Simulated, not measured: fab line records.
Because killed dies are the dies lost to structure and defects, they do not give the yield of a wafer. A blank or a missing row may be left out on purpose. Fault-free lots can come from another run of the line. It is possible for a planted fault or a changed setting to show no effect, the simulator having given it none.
Matching of chambers -- flow n5_finfet -- 4 sister chambers for N5_FIN_SAQP_SPACER2_ALD_28 on ald_sin-03
The step deposits SiO2, target thk 8.1 nm, pulse time 1 s, purge time 2 s. 22 wafers are shown with their chamber, then 11 later ones without.

## WAFERS, EACH WITH ITS CHAMBER
wafer,chamber,heater_power_w (W),precursor_pulse_height_rel
L076.1,0,568,1.015
L076.2,1,426,0.976
L076.6,3,450,1.031
L077.2,1,424,0.973
L077.3,2,516,1.005
L077.4,3,466,0.990
L078.1,3,466,1.017
L078.2,1,426,0.960
L078.6,1,427,1.014
L079.3,3,466,1.006
L079.4,3,463,0.998
L079.6,0,554,0.997
L080.1,0,551,0.976
L080.2,3,458,1.005
L080.6,0,557,1.018
L081.2,2,530,1.000
L081.3,3,465,1.032
L081.5,1,426,1.009
L082.2,3,459,1.026
L082.5,3,457,1.023
L082.6,0,578,0.948
L087.1,0,531,1.026

SIGNATURES, as means of the wafers listed above
reading,chamber 0,chamber 1,chamber 2,chamber 3,scatter within a chamber
heater_power_w,556.50,425.80,523.00,461.11,9.51
precursor_pulse_height_rel,0.99667,0.98640,1.00250,1.01422,0.0218
Rule: distance of a wafer from a chamber = root of the sum over the readings of ((wafer's reading minus chamber's mean) / reading's scatter) squared. The wafer belongs to the nearest chamber; if the next one is less than 2 further off, it can't be placed. The scatter is the square root of a quotient: the sum, over the shown wafers, of each reading's squared deviation from its chamber's mean, divided by wafers minus chambers.

## WAFERS WITH NO CHAMBER GIVEN
wafer,heater_power_w (W),precursor_pulse_height_rel
L087.3,456,1.024
L087.5,520,0.992
L089.3,520,0.938
L089.4,428,1.006
L089.6,539,0.988
L094.2,422,1.017
L094.5,532,0.998
L094.6,455,1.006
L097.1,428,1.011
L097.2,457,0.948
L097.5,534,0.959

## EACH ONE'S CHAMBER
wafer,from the rows above,in truth
L087.3,3,3
L087.5,2,2
L089.3,can't be placed: 2 or 0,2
L089.4,1,1
L089.6,can't be placed: 2 or 0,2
L094.2,1,1
L094.5,can't be placed: 2 or 0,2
L094.6,3,3
L097.1,1,1
L097.2,can't be placed: 3 or 1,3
L097.5,can't be placed: 2 or 0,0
Correct placement for 6 of the 11. Unplaceable from these rows: 5, with the true chamber sitting among the candidates in 5. 0 placed wrongly.
